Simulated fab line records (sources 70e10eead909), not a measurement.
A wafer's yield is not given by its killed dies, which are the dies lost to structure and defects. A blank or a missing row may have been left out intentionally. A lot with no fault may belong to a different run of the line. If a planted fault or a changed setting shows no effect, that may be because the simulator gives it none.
Chamber matching || flow nand_harc || NHARC_A_CHANNEL_HOLE_D1_ETCH_44 on rie_diel-02 has 4 sister chambers
The step etches the open film in CF4/O2, target depth 140 nm, overetch 14 nm, time 77 s. 8 wafers are shown with their chamber, then 12 later ones without.

WAFERS, EACH WITH ITS CHAMBER
{"wafer": "L083.5", "chamber": 3, "drypump_motor_current_A (A)": 5.8, "rf_vpp_V (V)": 199.0}
{"wafer": "L086.4", "chamber": 3, "drypump_motor_current_A (A)": 5.8, "rf_vpp_V (V)": 199.0}
{"wafer": "L086.6", "chamber": 0, "drypump_motor_current_A (A)": 5.7, "rf_vpp_V (V)": 198.7}
{"wafer": "L087.4", "chamber": 2, "drypump_motor_current_A (A)": 5.5, "rf_vpp_V (V)": 200.5}
{"wafer": "L087.5", "chamber": 1, "drypump_motor_current_A (A)": 6.2, "rf_vpp_V (V)": 196.9}
{"wafer": "L085.1", "chamber": 1, "drypump_motor_current_A (A)": 6.3, "rf_vpp_V (V)": 196.7}
{"wafer": "L085.2", "chamber": 2, "drypump_motor_current_A (A)": 5.5, "rf_vpp_V (V)": 199.1}
{"wafer": "L085.3", "chamber": 0, "drypump_motor_current_A (A)": 5.7, "rf_vpp_V (V)": 198.5}

WAFERS MISSING THEIR CHAMBER
{"wafer": "L094.1", "drypump_motor_current_A (A)": 5.8, "rf_vpp_V (V)": 199.8}
{"wafer": "L094.3", "drypump_motor_current_A (A)": 5.7, "rf_vpp_V (V)": 198.3}
{"wafer": "L094.6", "drypump_motor_current_A (A)": 5.8, "rf_vpp_V (V)": 199.7}
{"wafer": "L095.1", "drypump_motor_current_A (A)": 5.8, "rf_vpp_V (V)": 197.9}
{"wafer": "L095.3", "drypump_motor_current_A (A)": 5.5, "rf_vpp_V (V)": 199.4}
{"wafer": "L095.5", "drypump_motor_current_A (A)": 5.5, "rf_vpp_V (V)": 199.7}
{"wafer": "L095.2", "drypump_motor_current_A (A)": 5.7, "rf_vpp_V (V)": 197.8}
{"wafer": "L095.4", "drypump_motor_current_A (A)": 6.3, "rf_vpp_V (V)": 196.7}
{"wafer": "L095.6", "drypump_motor_current_A (A)": 5.8, "rf_vpp_V (V)": 198.9}
{"wafer": "L096.2", "drypump_motor_current_A (A)": 5.8, "rf_vpp_V (V)": 199.8}
{"wafer": "L096.4", "drypump_motor_current_A (A)": 6.2, "rf_vpp_V (V)": 194.9}
{"wafer": "L096.5", "drypump_motor_current_A (A)": 6.2, "rf_vpp_V (V)": 195.3}

THE CHAMBER EACH PASSED THROUGH
{"wafer": "L094.1", "from the rows above": 3, "in truth": 3}
{"wafer": "L094.3", "from the rows above": 0, "in truth": 0}
{"wafer": "L094.6", "from the rows above": 3, "in truth": 3}
{"wafer": "L095.1", "from the rows above": "can't be placed: 3 or 0", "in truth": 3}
{"wafer": "L095.3", "from the rows above": 2, "in truth": 2}
{"wafer": "L095.5", "from the rows above": 2, "in truth": 2}
{"wafer": "L095.2", "from the rows above": 0, "in truth": 0}
{"wafer": "L095.4", "from the rows above": 1, "in truth": 1}
{"wafer": "L095.6", "from the rows above": 3, "in truth": 3}
{"wafer": "L096.2", "from the rows above": 3, "in truth": 3}
{"wafer": "L096.4", "from the rows above": 1, "in truth": 1}
{"wafer": "L096.5", "from the rows above": 1, "in truth": 1}
11 of 12 placed correctly. From these rows, 1 cannot be placed; in 1 the true chamber is one of the candidates. Placed wrongly: 0.
How it was worked out, from the rows above alone: a wafer's distance from a chamber is the root of the sum, over the readings, of the square of ((its reading less the chamber's mean) divided by the reading's scatter). If the next closest chamber is less than 2 further off than the closest, the wafer can't be placed; otherwise it belongs to the closest. Each chamber's mean is taken over the wafers shown for it. The scatter is the square root of a quotient: the sum, over the shown wafers, of each reading's squared deviation from its chamber's mean, divided by wafers minus chambers.
